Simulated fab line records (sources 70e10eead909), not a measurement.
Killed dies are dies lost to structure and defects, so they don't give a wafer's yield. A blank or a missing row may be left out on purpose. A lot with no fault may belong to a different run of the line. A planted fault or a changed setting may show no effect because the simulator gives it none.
fab line records	flow nand-harc
record lots=24	wafers=72	last-day=33
route steps=1302 shown P_ZERO_WELL@16 P_STI@92 P_GATE@149 P_CONTACT@233
lots untouched by any fault: they come from a run of this same line in which no faults occurred
start-h: hours from the record's first day to the start of the lot's first wafer shown	wait-h: time in hours since the lot's previous step	" repeats the value in the row above	L1.1+2: several wafers, shown together as one row	- either no value or no given start	* or withheld: withheld	< > ~ a bound
route shown NAME@n: names a module that has steps shown in the file, with the first one's number in the route	usual: mean/standard deviation taken from wafers without a fault	same: alike in all rows	chamber/n: place in a boat	sites: the reading at each site	_std_site: how widely they spread, as a standard deviation	_edge_site: inner sites' mean taken away from outer sites' mean	radius-mm: how far each site lies from the wafer's centre	mask NAME#n: copy n	behind: tool/chamber where the wafer was last shaped	hold: why the lot was held/for how many hours/how that ended	device: which transistor (n, p or np) failed to switch	end of line: the tests these same wafers got at the end of their route	for a step that has no rows: nothing shown but its recipe	killed: not the wafer's yield, but the dies lost to structure and defects at the first sort	map: dies across one wafer; x = killed, . = not, _ = none there
set.NAME: setting as actually run; set.NAME@STEP: the setting as run at that earlier step	model.NAME: the simulator's own value behind a step, which no gauge read
route steps across a sampled set of lots; one table per step, one row per wafer
services: a tool's chamber out of use, with start hour (start-h, from the record's first day; less than 0 if before it), hours out, and reason
## steps
# step NHARC_P_ZERO_WELL_DESCUM_13
# recipe time-s=3	o2-flow-sccm=200	ar-flow-sccm=0	bias-power-w=0	chemistry=O2
# usual drypump-motor-current-A=6.0/0.45	oes-product-au=1.002/0.007	rf-vpp-V=57.5/0.87	showerhead-plenum-p-Torr=1.86/0.069	throttle-valve-pct=11.311/0.008
lot.wafer	tool	chamber	start-h	wait-h	drypump-motor-current-A	oes-product-au	rf-hours-counter-h	rf-vpp-V	showerhead-plenum-p-Torr	throttle-valve-pct
L074.1	rie-diel-03	3	21.45	-	6.1	0.997	26	58.2	1.94	11.302
L074.5	"	0	"	"	6.0	0.997	-	57.9	1.95	11.314
L074.6	"	1	"	"	5.2	1.001	-	56.7	1.78	11.315
L075.3	rie-diel-03	2	31.27	-	5.0	1.003	27	58.0	1.91	11.305
L075.1	"	3	"	"	6.1	0.997	28	56.5	1.93	11.295
L075.4	"	0	"	"	6.0	0.985	30	58.0	1.95	11.304
L076.3	rie-diel-12	3	41.40	-	5.9	1.006	38	56.8	1.78	11.302
L076.1	"	1	"	"	6.2	1.006	35	58.3	1.80	11.305
L076.5	"	2	"	"	6.3	1.001	-	57.7	1.93	11.314
L077.2	rie-diel-12	2	51.44	-	6.3	0.998	42	57.4	1.93	11.314
L077.1	"	1	"	"	6.2	1.010	37	57.7	1.80	11.296
L077.6	"	3	"	"	5.9	1.005	-	57.6	1.78	11.321
L078.2	rie-diel-03	1	61.41	-	5.2	1.004	40	57.6	1.77	11.317
L078.4	"	0	"	"	6.0	0.992	39	57.6	1.95	11.317
L078.5	"	1	"	"	5.2	1.003	-	57.5	1.77	11.318
L079.3	rie-diel-03	0	71.42	-	6.0	0.988	40	57.0	1.95	11.310
L079.6	"	0	"	"	6.0	1.002	-	58.0	1.95	11.321
L079.5	"	1	"	"	5.2	1.008	-	57.4	1.77	11.296
L080.4	rie-diel-12	3	81.28	-	5.9	0.997	52	55.6	1.78	11.306
L080.1	"	0	"	"	6.2	1.001	52	58.6	1.88	11.301
L080.5	"	2	"	"	6.3	1.004	-	58.1	1.92	11.306
L081.4	rie-diel-13	3	94.19	-	6.6	0.988	27	58.2	1.86	11.302
L081.3	"	1	"	"	6.4	0.998	32	59.3	1.81	11.305
L081.5	"	3	"	"	6.6	0.998	-	58.5	1.86	11.299
L082.1	rie-diel-12	3	101.28	-	5.9	0.997	0	57.6	1.78	11.319
L082.3	"	1	"	"	6.2	1.018	0	56.7	1.79	11.309
L082.6	"	3	"	"	5.9	1.003	-	57.6	1.78	11.310
L083.1	rie-diel-13	0	111.40	-	6.0	0.989	30	59.0	1.95	11.321
L083.4	"	1	"	"	6.4	0.997	40	57.2	1.80	11.310
L083.5	"	3	"	"	6.7	0.993	-	58.8	1.86	11.320
L084.4	rie-diel-03	0	121.42	-	6.0	1.007	6	56.0	1.94	11.307
L084.3	"	3	"	"	6.1	1.005	3	57.2	1.93	11.321
L084.6	"	1	"	"	5.2	1.008	-	58.5	1.77	11.306
L085.3	rie-diel-03	3	131.43	-	6.2	0.995	6	57.5	1.93	11.306
L085.5	"	0	"	"	6.0	0.996	-	56.6	1.94	11.307
L085.6	"	1	"	"	5.2	1.002	-	57.7	1.77	11.308
L086.4	rie-diel-12	0	141.40	-	6.2	1.006	13	57.1	1.88	11.332
L086.2	"	3	"	"	5.9	0.990	11	55.6	1.77	11.312
L086.5	"	1	"	"	6.2	1.017	-	57.3	1.79	11.312
L087.2	rie-diel-03	1	151.42	-	5.2	1.005	12	57.3	1.77	11.310
L087.6	"	2	"	"	5.0	0.998	-	58.2	1.90	11.306
L087.5	"	3	"	"	6.1	1.015	-	56.9	1.92	11.304
L088.4	rie-diel-13	2	161.39	-	6.0	0.992	63	58.8	1.95	11.316
L088.5	"	2	"	"	6.0	1.002	-	57.7	1.95	11.300
L088.6	"	3	"	"	6.6	0.991	-	56.7	1.85	11.305
L089.4	rie-diel-12	2	171.29	-	6.3	1.002	25	57.0	1.91	11.307
L089.6	"	0	"	"	6.2	0.991	-	59.7	1.87	11.320
L089.5	"	1	"	"	6.3	1.006	-	57.5	1.79	11.308
L090.2	rie-diel-12	3	181.39	-	5.9	0.997	29	57.1	1.77	11.325
L090.4	"	1	"	"	6.3	1.005	26	57.5	1.79	11.306
L090.5	"	0	"	"	6.2	1.008	-	57.6	1.87	11.312
L091.2	rie-diel-03	2	191.27	-	5.0	0.995	25	58.0	1.89	11.308
L091.3	"	3	"	"	6.2	1.004	26	57.3	1.92	11.304
L091.5	"	3	"	"	6.2	1.020	-	57.4	1.92	11.305
L092.3	rie-diel-12	3	201.42	-	5.9	0.992	34	57.3	1.77	11.306
L092.6	"	0	"	"	6.2	1.006	-	57.6	1.87	11.313
L092.5	"	1	"	"	6.2	1.009	-	57.5	1.78	11.317
L093.1	rie-diel-13	2	211.33	-	6.0	1.014	14	57.4	1.95	11.314
L093.5	"	2	"	"	6.0	0.999	-	58.6	1.94	11.312
L093.6	"	3	"	"	6.6	0.998	-	56.9	1.85	11.314
L094.4	rie-diel-03	0	221.42	-	6.0	1.003	31	57.1	1.93	11.301
L094.2	"	2	"	"	5.0	0.997	32	58.7	1.89	11.321
L094.6	"	3	"	"	6.2	1.002	-	59.0	1.92	11.308
L095.3	rie-diel-12	2	231.41	-	6.3	1.011	40	58.5	1.91	11.311
L095.6	"	2	"	"	6.3	1.012	-	58.7	1.91	11.311
L095.5	"	3	"	"	5.9	0.998	-	57.1	1.77	11.305
L096.2	rie-diel-12	1	241.40	-	6.2	1.015	44	56.3	1.78	11.310
L096.3	"	2	"	"	6.3	1.008	44	57.9	1.91	11.309
L096.5	"	1	"	"	6.2	0.999	-	55.2	1.78	11.318
L097.2	rie-diel-12	3	251.27	-	5.9	1.001	49	57.9	1.76	11.315
L097.3	"	0	"	"	6.2	1.002	50	56.7	1.87	11.305
L097.5	"	0	"	"	6.2	0.999	-	57.2	1.87	11.318
# step NHARC_P_ZERO_WELL_CD_MEAS_37
# recipe target-cd-nm=720	landing-energy-ev=500
# usual cd-nm=720.2/1.5
lot.wafer	tool	chamber	start-h	wait-h	cd-nm
L074.1	cd-sem-01	0	24.26	-	721.3
L074.5	"	0	"	"	720.9
L074.6	"	0	"	"	722.0
L075.1	cd-sem-01	0	33.97	-	721.4
L075.3	"	0	"	"	719.7
L075.4	"	0	"	"	718.7
L076.1	cd-sem-02	0	44.15	-	715.9
L076.3	"	0	"	"	716.9
L076.5	"	0	"	"	717.7
L077.1	cd-sem-01	0	54.19	-	720.6
L077.2	"	0	"	"	721.6
L077.6	"	0	"	"	721.3
L078.2	cd-sem-03	0	64.26	-	720.0
L078.4	"	0	"	"	716.6
L078.5	"	0	"	"	717.3
L079.3	cd-sem-02	0	74.15	-	720.0
L079.5	"	0	"	"	721.7
L079.6	"	0	"	"	721.4
L080.1	cd-sem-02	0	84.09	-	720.5
L080.4	"	0	"	"	720.1
L080.5	"	0	"	"	720.5
L081.3	cd-sem-02	0	97.23	-	719.7
L081.4	"	0	"	"	718.4
L081.5	"	0	"	"	717.9
L082.1	cd-sem-02	0	103.98	-	718.6
L082.3	"	0	"	"	719.8
L082.6	"	0	"	"	720.0
L083.1	cd-sem-01	0	114.14	-	721.7
L083.4	"	0	"	"	719.9
L083.5	"	0	"	"	720.8
L084.3	cd-sem-01	0	124.27	-	718.0
L084.4	"	0	"	"	719.1
L084.6	"	0	"	"	719.9
L085.3	cd-sem-03	0	134.10	-	721.3
L085.5	"	0	"	"	722.5
L085.6	"	0	"	"	721.3
L086.2	cd-sem-03	0	144.09	-	722.2
L086.4	"	0	"	"	721.6
L086.5	"	0	"	"	723.0
L087.2	cd-sem-03	0	154.11	-	717.6
L087.5	"	0	"	"	718.8
L087.6	"	0	"	"	718.6
L088.4	cd-sem-03	0	164.11	-	720.7
L088.5	"	0	"	"	721.0
L088.6	"	0	"	"	721.1
L089.4	cd-sem-03	0	174.13	-	724.4
L089.5	"	0	"	"	722.0
L089.6	"	0	"	"	723.6
L090.2	cd-sem-01	0	184.24	-	719.2
L090.4	"	0	"	"	719.5
L090.5	"	0	"	"	719.3
L091.2	cd-sem-01	0	193.96	-	719.8
L091.3	"	0	"	"	720.3
L091.5	"	0	"	"	720.8
L092.3	cd-sem-03	0	204.22	-	718.5
L092.5	"	0	"	"	721.4
L092.6	"	0	"	"	720.4
L093.1	cd-sem-03	0	214.07	-	720.1
L093.5	"	0	"	"	719.8
L093.6	"	0	"	"	719.9
L094.2	cd-sem-01	0	224.14	-	722.0
L094.4	"	0	"	"	720.7
L094.6	"	0	"	"	719.8
L095.3	cd-sem-01	0	234.35	-	719.0
L095.5	"	0	"	"	718.5
L095.6	"	0	"	"	718.9
L096.2	cd-sem-03	0	244.22	-	721.7
L096.3	"	0	"	"	721.2
L096.5	"	0	"	"	722.0
L097.2	cd-sem-03	0	254.09	-	719.4
L097.3	"	0	"	"	721.0
L097.5	"	0	"	"	720.5
# step NHARC_P_STI_OCD_MEAS_17
# usual trench-depth-nm=301.6/2.7	trench-foot-cd-nm=157.9/2
lot.wafer	tool	chamber	start-h	wait-h	trench-depth-nm	trench-foot-cd-nm
L074.1	ocd-02	-	44.03	0.1	300.7	157.0
L074.5	"	-	"	"	302.2	157.5
L074.6	"	-	"	"	299.9	159.3
L075.1	ocd-01	-	52.81	0.1	300.3	155.7
L075.3	"	-	"	"	300.0	158.1
L075.4	"	-	"	"	302.8	155.4
L076.1	ocd-02	-	64.47	0.1	307.5	157.6
L076.3	"	-	"	"	303.2	159.4
L076.5	"	-	"	"	301.8	160.1
L077.1	ocd-01	-	74.99	0.1	304.1	158.1
L077.2	"	-	"	"	305.8	159.0
L077.6	"	-	"	"	304.1	156.5
L078.2	ocd-02	-	85.07	0.1	299.3	162.2
L078.4	"	-	"	"	301.8	159.1
L078.5	"	-	"	"	298.4	159.2
L079.3	ocd-01	-	94.76	0.1	299.4	156.3
L079.5	"	-	"	"	301.7	154.4
L079.6	"	-	"	"	304.4	154.3
L080.1	ocd-01	-	105.38	0.1	300.7	157.6
L080.4	"	-	"	"	304.5	158.2
L080.5	"	-	"	"	300.2	157.2
L081.3	ocd-01	-	117.37	0.1	300.2	158.1
L081.4	"	-	"	"	297.9	159.5
L081.5	"	-	"	"	298.7	158.5
L082.1	ocd-01	-	125.31	0.1	303.6	156.7
L082.3	"	-	"	"	304.2	154.8
L082.6	"	-	"	"	297.7	158.9
L083.1	ocd-02	-	133.07	0.1	306.1	158.4
L083.4	"	-	"	"	306.0	159.0
L083.5	"	-	"	"	303.9	157.8
L084.3	ocd-01	-	145.67	0.1	301.1	154.4
L084.4	"	-	"	"	300.4	159.4
L084.6	"	-	"	"	305.3	157.9
L085.3	ocd-01	-	153.82	0.1	296.2	159.7
L085.5	"	-	"	"	299.3	159.2
L085.6	"	-	"	"	300.8	156.8
L086.2	ocd-01	-	163.81	0.1	300.5	158.8
L086.4	"	-	"	"	303.5	158.2
L086.5	"	-	"	"	301.1	158.5
L087.2	ocd-01	-	174.42	0.1	299.3	155.7
L087.5	"	-	"	"	301.7	157.8
L087.6	"	-	"	"	298.7	160.4
L088.4	ocd-02	-	188.25	0.1	298.3	157.9
L088.5	"	-	"	"	301.5	159.1
L088.6	"	-	"	"	300.3	158.1
L089.4	ocd-01	-	194.26	0.1	300.9	155.8
L089.5	"	-	"	"	300.0	157.2
L089.6	"	-	"	"	299.1	153.6
L090.2	ocd-02	-	205.54	0.1	302.9	159.9
L090.4	"	-	"	"	304.8	162.7
L090.5	"	-	"	"	307.4	161.0
L091.2	ocd-02	-	213.27	0.1	296.8	157.4
L091.3	"	-	"	"	302.9	159.9
L091.5	"	-	"	"	300.0	156.3
L092.3	ocd-02	-	223.72	0.1	305.9	160.9
L092.5	"	-	"	"	302.1	159.5
L092.6	"	-	"	"	303.8	161.8
L093.1	ocd-01	-	235.05	0.1	302.9	155.2
L093.5	"	-	"	"	303.9	155.7
L093.6	"	-	"	"	301.4	160.0
L094.2	ocd-02	-	244.11	0.1	297.7	155.7
L094.4	"	-	"	"	301.4	157.2
L094.6	"	-	"	"	297.4	157.2
L095.3	ocd-01	-	258.41	0.1	302.2	158.4
L095.5	"	-	"	"	309.3	153.8
L095.6	"	-	"	"	300.6	157.9
L096.2	ocd-02	-	265.54	0.1	300.4	160.3
L096.3	"	-	"	"	301.3	161.2
L096.5	"	-	"	"	300.0	159.4
L097.2	ocd-01	-	273.79	0.1	298.9	159.0
L097.3	"	-	"	"	301.9	156.7
L097.5	"	-	"	"	299.5	157.4
# step NHARC_P_GATE_ETCH_32
# recipe target-depth-a=1500	over-etch-frac=1	over-etch-ion-energy-ev=40	time-s=100.1	hbr-flow-sccm=150	cl2-flow-sccm=50	rf-w=400	icp-w=400	bias-w=100	chemistry=HBr/Cl2
# usual drypump-motor-current-A=5.8/0.31	oes-product-au=1.001/0.0071	throttle-valve-pct=26.405/0.0089
lot.wafer	tool	chamber	start-h	wait-h	drypump-motor-current-A	oes-product-au	rf-hours-counter-h	throttle-valve-pct
L074.1	rie-si-01	1	94.73	-	6.0	1.008	0.44	26.405
L074.5	"	3	"	"	5.9	0.998	-	26.406
L074.6	"	0	"	"	5.5	0.996	-	26.407
L075.3	rie-si-01	3	101.64	-	5.8	0.992	0.54	26.410
L075.1	"	0	"	"	5.5	0.999	0.54	26.392
L075.4	"	2	"	"	5.8	0.997	0.43	26.427
L077.2	rie-si-06	3	126.83	-	6.2	0.998	0.29	26.398
L077.1	"	0	"	"	5.3	1.011	0.32	26.391
L077.6	"	3	"	"	6.2	0.998	-	26.396
L076.3	rie-si-02	3	127.50	-	6.2	1.005	0.14	26.404
L076.1	"	2	"	"	6.2	0.989	0.09	26.392
L076.5	"	3	"	"	6.2	1.003	-	26.410
L078.4	rie-si-06	1	140.66	-	5.3	1.012	0.37	26.409
L078.2	"	2	"	"	6.0	1.008	0.33	26.406
L078.5	"	2	"	"	6.0	0.998	-	26.407
L079.3	rie-si-02	3	149.19	-	6.2	1.007	0.30	26.409
L079.6	"	1	"	"	5.9	0.992	-	26.407
L079.5	"	2	"	"	6.2	0.995	-	26.420
L080.1	rie-si-01	3	154.91	-	5.9	1.000	0.81	26.414
L080.4	"	2	"	"	5.8	0.995	0.67	26.403
L080.5	"	0	"	"	5.5	1.000	-	26.404
L081.4	rie-si-06	2	172.69	-	6.0	1.003	0.52	26.404
L081.3	"	1	"	"	5.3	0.999	0.56	26.402
L081.5	"	2	"	"	6.0	0.998	-	26.405
L082.3	rie-si-01	1	173.15	-	5.9	0.986	0.76	26.401
L082.1	"	3	"	"	5.9	0.996	0.95	26.411
L082.6	"	1	"	"	5.9	1.003	-	26.407
L083.4	rie-si-06	1	186.19	-	5.3	1.018	0.64	26.405
L083.1	"	2	"	"	6.1	1.009	0.65	26.398
L083.5	"	2	"	"	6.0	1.019	-	26.394
L084.4	rie-si-02	3	197.24	-	6.1	0.993	0.52	26.414
L084.3	"	0	"	"	5.5	1.000	0.61	26.416
L084.6	"	3	"	"	6.2	0.992	-	26.389
L085.3	rie-si-01	3	205.48	-	5.8	0.982	0.04	26.392
L085.5	"	2	"	"	5.8	0.995	-	26.407
L085.6	"	3	"	"	5.8	0.995	-	26.394
L086.4	rie-si-02	0	217.93	-	5.6	0.993	0.82	26.396
L086.2	"	2	"	"	6.2	0.990	0.56	26.403
L086.5	"	3	"	"	6.2	1.000	-	26.410
L087.2	rie-si-02	0	228.50	-	5.5	1.004	0.92	26.418
L087.6	"	0	"	"	5.5	0.995	-	26.399
L087.5	"	1	"	"	5.9	1.000	-	26.394
L088.4	rie-si-06	3	242.61	-	6.2	1.017	1.02	26.390
L088.5	"	3	"	"	6.2	1.005	-	26.404
L088.6	"	0	"	"	5.3	0.991	-	26.403
L089.4	rie-si-01	2	254.07	-	5.8	1.007	0.29	26.408
L089.6	"	1	"	"	5.9	1.007	-	26.398
L089.5	"	2	"	"	5.8	1.000	-	26.386
L090.2	rie-si-02	3	267.05	-	6.2	1.003	1.02	26.409
L090.4	"	2	"	"	6.2	0.991	0.81	26.398
L090.5	"	3	"	"	6.2	1.000	-	26.411
L091.3	rie-si-06	0	269.37	-	5.3	1.002	0.01	26.407
L091.2	"	2	"	"	6.0	1.013	0.06	26.402
L091.5	"	0	"	"	5.3	1.002	-	26.403
L092.3	rie-si-06	2	276.17	-	6.0	1.006	0.13	26.416
L092.6	"	0	"	"	5.3	0.987	-	26.415
L092.5	"	1	"	"	5.3	1.003	-	26.400
L093.1	rie-si-01	1	288.18	-	5.9	1.005	0.48	26.399
L093.5	"	1	"	"	5.9	1.005	-	26.401
L093.6	"	2	"	"	5.8	1.010	-	26.412
L094.2	rie-si-01	3	293.22	-	5.8	0.998	0.57	26.406
L094.4	"	1	"	"	5.9	1.007	0.56	26.399
L094.6	"	3	"	"	5.8	1.003	-	26.401
L095.3	rie-si-06	1	317.09	-	5.3	1.012	0.32	26.397
L095.5	"	0	"	"	5.3	1.008	-	26.426
L095.6	"	1	"	"	5.3	1.006	-	26.412
L096.2	rie-si-01	0	320.12	-	5.5	0.995	0.75	26.423
L096.3	"	1	"	"	5.9	0.995	0.75	26.404
L096.5	"	0	"	"	5.5	0.995	-	26.398
L097.3	rie-si-01	3	323.95	-	5.9	0.995	0.80	26.409
L097.2	"	1	"	"	6.0	1.004	0.83	26.406
L097.5	"	3	"	"	5.9	0.988	-	26.415
# step NHARC_P_CONTACT_OVL_MEAS_13
# usual overlay-x-nm=0.1/0.86	overlay-y-nm=0.1/0.85
lot.wafer	tool	chamber	start-h	wait-h	overlay-x-nm	overlay-y-nm
L074.1	overlay-01	-	114.38	-	0.6	-0.1
L074.5	"	-	"	"	0.8	0.6
L074.6	"	-	"	"	0.5	-0.6
L075.1	overlay-02	-	121.05	-	0.4	0.7
L075.3	"	-	"	"	0.5	0.5
L075.4	"	-	"	"	0.2	-0.3
L077.1	overlay-02	-	146.32	-	-0.9	1.1
L077.2	"	-	"	"	0.1	1.2
L077.6	"	-	"	"	-0.5	0.7
L076.1	overlay-01	-	147.17	-	0.9	0.0
L076.3	"	-	"	"	0.9	0.1
L076.5	"	-	"	"	1.1	0.1
L078.2	overlay-01	-	160.17	-	0.4	0.2
L078.4	"	-	"	"	0.3	-0.4
L078.5	"	-	"	"	0.5	-0.2
L079.3	overlay-01	-	168.72	-	-1.8	-0.4
L079.5	"	-	"	"	-1.8	-0.1
L079.6	"	-	"	"	-1.2	-0.4
L080.1	overlay-02	-	174.21	-	2.0	1.4
L080.4	"	-	"	"	1.9	0.1
L080.5	"	-	"	"	1.9	0.8
L081.3	overlay-02	-	191.93	-	0.1	0.6
L081.4	"	-	"	"	0.0	0.8
L081.5	"	-	"	"	-0.2	0.8
L082.1	overlay-01	-	192.70	-	-0.1	0.1
L082.3	"	-	"	"	-0.3	0.5
L082.6	"	-	"	"	-0.6	-0.2
L083.1	overlay-02	-	205.88	-	1.1	0.8
L083.4	"	-	"	"	0.3	1.3
L083.5	"	-	"	"	0.9	1.0
L084.3	overlay-01	-	216.85	-	-0.6	-0.1
L084.4	"	-	"	"	-0.1	-0.2
L084.6	"	-	"	"	-0.2	0.2
L085.3	overlay-02	-	225.12	-	-0.5	-1.0
L085.5	"	-	"	"	-0.1	-0.3
L085.6	"	-	"	"	-0.3	0.1
L086.2	overlay-01	-	237.44	-	0.5	0.6
L086.4	"	-	"	"	0.0	0.1
L086.5	"	-	"	"	0.5	0.2
L087.2	overlay-02	-	247.97	-	0.8	1.3
L087.5	"	-	"	"	0.9	1.3
L087.6	"	-	"	"	0.9	1.4
L088.4	overlay-01	-	262.01	-	-0.8	-0.8
L088.5	"	-	"	"	-0.6	-0.3
L088.6	"	-	"	"	-0.4	-0.2
L089.4	overlay-01	-	273.16	-	-1.7	-0.3
L089.5	"	-	"	"	-1.0	0.1
L089.6	"	-	"	"	-1.1	0.1
L090.2	overlay-01	-	286.61	-	-0.8	-0.7
L090.4	"	-	"	"	-0.3	-1.3
L090.5	"	-	"	"	-0.4	-1.2
L091.2	overlay-01	-	288.82	-	0.0	-1.0
L091.3	"	-	"	"	0.3	-1.4
L091.5	"	-	"	"	-0.2	-1.2
L092.3	overlay-01	-	295.69	-	1.3	0.7
L092.5	"	-	"	"	0.9	1.0
L092.6	"	-	"	"	0.8	0.6
L093.1	overlay-01	-	307.71	-	0.1	0.6
L093.5	"	-	"	"	-0.1	0.5
L093.6	"	-	"	"	-0.3	1.3
L094.2	overlay-01	-	312.39	-	1.0	0.7
L094.4	"	-	"	"	1.2	0.7
L094.6	"	-	"	"	0.6	1.1
L095.3	overlay-02	-	336.31	-	-1.5	1.6
L095.5	"	-	"	"	-0.7	1.0
L095.6	"	-	"	"	-0.9	2.1
L096.2	overlay-01	-	339.79	-	0.2	-1.3
L096.3	"	-	"	"	0.5	-1.9
L096.5	"	-	"	"	0.2	-1.3
L097.2	overlay-02	-	343.79	-	-1.6	-1.1
L097.3	"	-	"	"	-1.2	-1.4
L097.5	"	-	"	"	-1.4	-1.0
# step NHARC_P_CONTACT_DEGAS_38
# recipe temp-c=300	time-s=60
# usual heater-power-w=471/42
lot.wafer	tool	chamber	start-h	wait-h	heater-power-w
L074.1	pvd-sputter-01	-	116.06	-	445
L074.5	"	-	"	"	412
L074.6	"	-	"	"	457
L075.1	pvd-sputter-02	-	123.23	-	425
L075.3	"	-	"	"	506
L075.4	"	-	"	"	469
L077.2	pvd-sputter-02	-	148.00	-	475
L077.1	"	-	"	"	502
L077.6	"	-	"	"	475
L076.1	pvd-sputter-03	-	148.87	-	486
L076.3	"	-	"	"	462
L076.5	"	-	"	"	476
L078.4	pvd-sputter-03	-	161.86	-	495
L078.2	"	-	"	"	471
L078.5	"	-	"	"	479
L079.3	pvd-sputter-01	-	170.41	-	441
L079.5	"	-	"	"	403
L079.6	"	-	"	"	440
L080.4	pvd-sputter-03	-	175.90	-	484
L080.1	"	-	"	"	456
L080.5	"	-	"	"	461
L081.3	pvd-sputter-02	-	193.62	-	512
L081.4	"	-	"	"	457
L081.5	"	-	"	"	434
L082.1	pvd-sputter-02	-	194.63	-	525
L082.3	"	-	"	"	520
L082.6	"	-	"	"	506
L083.4	pvd-sputter-03	-	207.59	-	499
L083.1	"	-	"	"	501
L083.5	"	-	"	"	507
L084.4	pvd-sputter-02	-	218.56	-	477
L084.3	"	-	"	"	417
L084.6	"	-	"	"	507
L085.3	pvd-sputter-03	-	226.80	-	509
L085.5	"	-	"	"	517
L085.6	"	-	"	"	507
L086.4	pvd-sputter-03	-	239.13	-	496
L086.2	"	-	"	"	487
L086.5	"	-	"	"	511
L087.2	pvd-sputter-01	-	249.65	-	358
L087.5	"	-	"	"	361
L087.6	"	-	"	"	440
L088.4	pvd-sputter-01	-	263.80	-	416
L088.5	"	-	"	"	434
L088.6	"	-	"	"	476
L089.4	pvd-sputter-01	-	274.85	-	365
L089.5	"	-	"	"	462
L089.6	"	-	"	"	429
L090.4	pvd-sputter-03	-	288.30	-	505
L090.2	"	-	"	"	482
L090.5	"	-	"	"	523
L091.3	pvd-sputter-03	-	290.50	-	493
L091.2	"	-	"	"	511
L091.5	"	-	"	"	475
L092.3	pvd-sputter-03	-	297.38	-	497
L092.5	"	-	"	"	488
L092.6	"	-	"	"	480
L093.1	pvd-sputter-01	-	309.39	-	480
L093.5	"	-	"	"	480
L093.6	"	-	"	"	413
L094.2	pvd-sputter-03	-	314.23	-	501
L094.4	"	-	"	"	513
L094.6	"	-	"	"	472
L095.3	pvd-sputter-01	-	338.05	-	414
L095.5	"	-	"	"	437
L095.6	"	-	"	"	473
L096.3	pvd-sputter-03	-	341.63	-	475
L096.2	"	-	"	"	514
L096.5	"	-	"	"	489
L097.2	pvd-sputter-03	-	345.50	-	499
L097.3	"	-	"	"	511
L097.5	"	-	"	"	500
## services
tool	chamber	start-h	hours	kind
pvd-sputter-03	-	-0.41	10.0	pm
rie-diel-12	1	7.62	6.6	repair
rie-si-01	-	9.69	0.4	repair
rie-si-01	-	16.00	9.0	pm
rie-si-06	1	19.56	1.6	repair
rie-si-01	2	52.31	8.9	repair
rie-diel-12	1	87.26	4.3	repair
rie-diel-03	1	89.35	12.3	repair
rie-diel-12	-	91.56	9.0	pm
rie-diel-03	-	104.33	9.0	pm
rie-diel-12	0	131.76	2.1	repair
rie-diel-03	0	155.76	11.8	repair
rie-diel-12	1	159.57	2.8	repair
pvd-sputter-03	-	177.59	10.0	pm
rie-si-01	3	179.36	2.5	repair
pvd-sputter-03	-	188.46	6.7	repair
rie-si-01	-	193.00	9.0	pm
rie-diel-12	3	193.36	5.1	repair
rie-diel-03	3	206.14	10.4	repair
pvd-sputter-03	-	254.17	5.1	repair
rie-diel-12	-	268.56	9.0	pm
rie-diel-03	-	281.33	9.0	pm
rie-diel-12	0	328.95	3.0	repair
rie-diel-03	1	334.10	4.4	repair
## key
fault none
